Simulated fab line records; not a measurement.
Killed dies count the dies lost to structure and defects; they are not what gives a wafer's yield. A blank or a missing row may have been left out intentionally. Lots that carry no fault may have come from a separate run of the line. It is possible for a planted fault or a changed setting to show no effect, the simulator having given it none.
Which tool was responsible? | flow n5Finfet | 9 lots with 27 wafers sampled at 6 steps, on a route of 1938 steps

== WHAT THE GAUGES SHOWED, per wafer ==
N5_BEOL_M11_INSPECT_58: inspects for defects (darkfield).
lot  | measured     | on               | rawDefectCount
L276 | day 13 14:34 | defectInspect-01 | 133 113 95
L281 | day 15 06:29 | defectInspect-01 | 113 179 361
L288 | day 16 06:18 | defectInspect-02 | 74 47 51
L291 | day 16 21:42 | defectInspect-01 | 45 34 45
L295 | day 18 09:53 | defectInspect-01 | 84 75 41
L294 | day 18 18:41 | defectInspect-02 | 84 110 51
L299 | day 19 04:30 | defectInspect-01 | 40 39 48
L298 | day 19 05:47 | defectInspect-01 | 68 39 58
L297 | day 20 14:31 | defectInspect-01 | 111 100 77

N5_BEOL_M12_INSPECT_12: inspects for defects (macro).
lot  | measured     | on               | rawDefectCount
L276 | day 13 15:05 | defectInspect-02 | 2 1 2
L281 | day 15 07:02 | defectInspect-01 | 1 0 275
L288 | day 16 06:57 | defectInspect-02 | 4 1 3
L291 | day 16 22:21 | defectInspect-02 | 3 1 2
L295 | day 18 10:32 | defectInspect-02 | 3 2 0
L294 | day 18 19:20 | defectInspect-02 | 2 1 2
L299 | day 19 05:01 | defectInspect-01 | 0 5 0
L298 | day 19 06:19 | defectInspect-01 | 3 1 3
L297 | day 20 15:03 | defectInspect-01 | 3 0 4

== WHAT TOOL EACH LOT RAN ON (gives the tool, then ch and the chambers of the sampled wafers, and finally the start) ==
lot  | N5_BEOL_M11_ETCH_65               | N5_BEOL_M11_STRIP_77                         | N5_BEOL_M11_DEGAS_44        | N5_BEOL_M11_CMP_52
L276 | rieDiel-06 ch 1,3, day 13 10:32   | rieDiel-06 ch 1,3, day 13 11:52 or earlier   | pvdSputter-03, day 13 11:52 | cmp-04 ch 0,1,2, day 13 14:07
L281 | rieDiel-02 ch 0,1,3, day 15 00:52 | rieDiel-02 ch 0,1,3, day 15 02:25 or earlier | pvdSputter-03, day 15 02:25 | cmp-03 ch 1,2,3, day 15 06:02
L288 | rieDiel-03 ch 0,2, day 16 03:01   | rieDiel-03 ch 0,2, day 16 04:10 or earlier   | pvdSputter-01, day 16 04:10 | cmp-02 ch 0,1, day 16 05:52
L291 | rieDiel-06 ch 0,1, day 16 18:14   | rieDiel-06 ch 0,1, day 16 19:18 or earlier   | pvdSputter-02, day 16 19:18 | cmp-02 ch 0,2,3, day 16 21:16
L295 | rieDiel-02 ch 0,1,3, day 18 06:35 | rieDiel-02 ch 0,1,3, day 18 07:55 or earlier | pvdSputter-03, day 18 07:55 | cmp-04 ch 0,1,3, day 18 09:29
L294 | rieDiel-03 ch 0,2,3, day 18 14:24 | rieDiel-03 ch 0,2,3, day 18 17:01 or earlier | pvdSputter-01, day 18 17:01 | cmp-03 ch 0,1,3, day 18 18:15
L299 | rieDiel-02 ch 0,2,3, day 19 00:07 | rieDiel-02 ch 0,2,3, day 19 01:19 or earlier | pvdSputter-01, day 19 01:19 | cmp-03 ch 0,1,3, day 19 04:03
L298 | rieDiel-06 ch 0,1,3, day 19 00:53 | rieDiel-06 ch 0,1,3, day 19 03:37 or earlier | pvdSputter-03, day 19 03:37 | cmp-02 ch 0,1,2, day 19 05:20
L297 | rieDiel-03 ch 0,1,2, day 20 10:04 | rieDiel-03 ch 0,1,2, day 20 11:41 or earlier | pvdSputter-02, day 20 11:41 | cmp-03 ch 0,1, day 20 14:04
- N5_BEOL_M11_ETCH_65: etches SiARC in CF4, target depth 39 nm, time 65 s.
- N5_BEOL_M11_STRIP_77: strips in N2/H2, time 10 s.
- N5_BEOL_M11_DEGAS_44: time 60 s.
- N5_BEOL_M11_CMP_52: polishes, stops on SiCOH lowk, t overpolish 7 s, target thk 140 nm.

== AS READ BY THE TOOLS THEMSELVES (means over the sampled wafers that have a number; for cases with no such wafer, the mark the record gives instead) ==
N5_BEOL_M11_ETCH_65.
lot  | tool       | drypumpMotorCurrentA (A) | etchRfOnTimeS (s) | oesProductAu (a.u.) | rfVppV (V) | showerheadPlenumPTorr (Torr) | throttleValvePct (%)
L276 | rieDiel-06 | 5.5                      | 62.5              | 0.83                | 183.8      | 2.14                         | 15.27
L281 | rieDiel-02 | 5.7                      | 64.9              | 0.67                | 184.8      | 2.12                         | 15.56
L288 | rieDiel-03 | 6.2                      | 60.9              | 0.68                | 184.5      | 2.15                         | 15.36
L291 | rieDiel-06 | 6.0                      | 62.6              | 0.70                | 184.3      | 2.14                         | 15.37
L295 | rieDiel-02 | 5.7                      | 64.7              | 0.65                | 184.2      | 2.11                         | 15.60
L294 | rieDiel-03 | 5.9                      | 61.9              | 0.68                | 185.0      | 2.20                         | 15.49
L299 | rieDiel-02 | 5.8                      | 64.7              | 0.64                | 183.6      | 2.07                         | 15.66
L298 | rieDiel-06 | 5.7                      | 63.6              | 0.70                | 183.9      | 2.12                         | 15.44
L297 | rieDiel-03 | 6.1                      | 61.5              | 0.69                | 184.2      | 2.16                         | 15.52

N5_BEOL_M11_STRIP_77.
lot  | tool       | drypumpMotorCurrentA (A) | n2FlowSccm (sccm) | oesProductAu (a.u.) | rfVppV (V) | showerheadPlenumPTorr (Torr) | throttleValvePct (%)
L276 | rieDiel-06 | 5.5                      | 200.0             | 0.97                | 59.5       | 2.54                         | 23.0
L281 | rieDiel-02 | 5.7                      | 200.2             | 0.79                | 59.0       | 2.52                         | 23.8
L288 | rieDiel-03 | 6.2                      | 199.8             | 0.78                | 59.8       | 2.58                         | 23.4
L291 | rieDiel-06 | 6.0                      | 199.7             | 0.82                | 58.8       | 2.53                         | 23.0
L295 | rieDiel-02 | 5.7                      | 200.0             | 0.77                | 58.3       | 2.51                         | 23.9
L294 | rieDiel-03 | 5.9                      | 200.4             | 0.78                | 59.3       | 2.62                         | 23.7
L299 | rieDiel-02 | 5.8                      | 200.1             | 0.76                | 58.9       | 2.46                         | 23.9
L298 | rieDiel-06 | 5.7                      | 200.2             | 0.82                | 59.1       | 2.50                         | 23.0
L297 | rieDiel-03 | 6.1                      | 200.0             | 0.79                | 58.1       | 2.58                         | 23.7

N5_BEOL_M11_DEGAS_44.
lot  | tool          | heaterPowerW (W)
L276 | pvdSputter-03 | 312
L281 | pvdSputter-03 | 310
L288 | pvdSputter-01 | 332
L291 | pvdSputter-02 | 364
L295 | pvdSputter-03 | 307
L294 | pvdSputter-01 | 337
L299 | pvdSputter-01 | 330
L298 | pvdSputter-03 | 314
L297 | pvdSputter-02 | 366

N5_BEOL_M11_CMP_52.
lot  | tool   | barrierFieldEndpointS (s) | edgeZonePressureFrac | motorCurrentA (A) | overpolishRunS (s) | platenRpm (rpm) | timeToEndpointS (s)
L276 | cmp-04 | 29.3                      | 0.999                | 6.2               | 7.003              | 50.00           | 64
L281 | cmp-03 | 29.9                      | 0.996                | 5.6               | 7.006              | 49.99           | 70
L288 | cmp-02 | 30.1                      | 1.004                | 6.6               | 6.998              | 50.00           | 69
L291 | cmp-02 | 28.8                      | 1.001                | 6.3               | 6.995              | 50.01           | 64
L295 | cmp-04 | 29.3                      | 1.005                | 6.2               | 7.000              | 49.98           | 70
L294 | cmp-03 | 30.7                      | 1.001                | 5.8               | 6.996              | 50.01           | 72
L299 | cmp-03 | 29.2                      | 1.000                | 5.8               | 7.003              | 50.00           | 72
L298 | cmp-02 | 30.7                      | 1.003                | 6.7               | 6.998              | 50.01           | 72
L297 | cmp-03 | 29.3                      | 0.997                | 5.6               | 7.003              | 49.99           | 71

== THE ANSWER, worked out from the rows above alone ==
Rule: what is usual is taken from the lots themselves. The widest of any qualifying gaps counts: lots, ordered by their means at a reading, are off when they make up no more than a third of the lots, leave a main group of 4 or more, and stand apart from it by 3 or more times the standard deviation of that group's means. Not used: any main group whose means are identical at the precision the tables above print for the reading. Also off: a lot with no number at a reading for which 4 or more lots have one. The other lots that the step has rows for count as sound. The gauges are gone through in route order, then the tools' own readings, and for those a lot's mean is taken as printed above. The first step at which some lot is off is used, and at that step the reading that is off furthest; a lot without a number counts as furthest.
Off: L281, at N5_BEOL_M11_INSPECT_58 (rawDefectCount). The main group: mean 69, standard deviation 24.
A tool fits if, at a process step before that reading, it ran every lot that is off, and no sound lot after the first of them. The gauges at N5_BEOL_M11_INSPECT_58 are tried like those tools. N5_BEOL_M11_STRIP_77: start missing for some lots; hours and lot order therefore follow N5_BEOL_M11_DEGAS_44. No candidate that was tried fits.

== WHAT THE SIMULATOR HAD PUT IN ==
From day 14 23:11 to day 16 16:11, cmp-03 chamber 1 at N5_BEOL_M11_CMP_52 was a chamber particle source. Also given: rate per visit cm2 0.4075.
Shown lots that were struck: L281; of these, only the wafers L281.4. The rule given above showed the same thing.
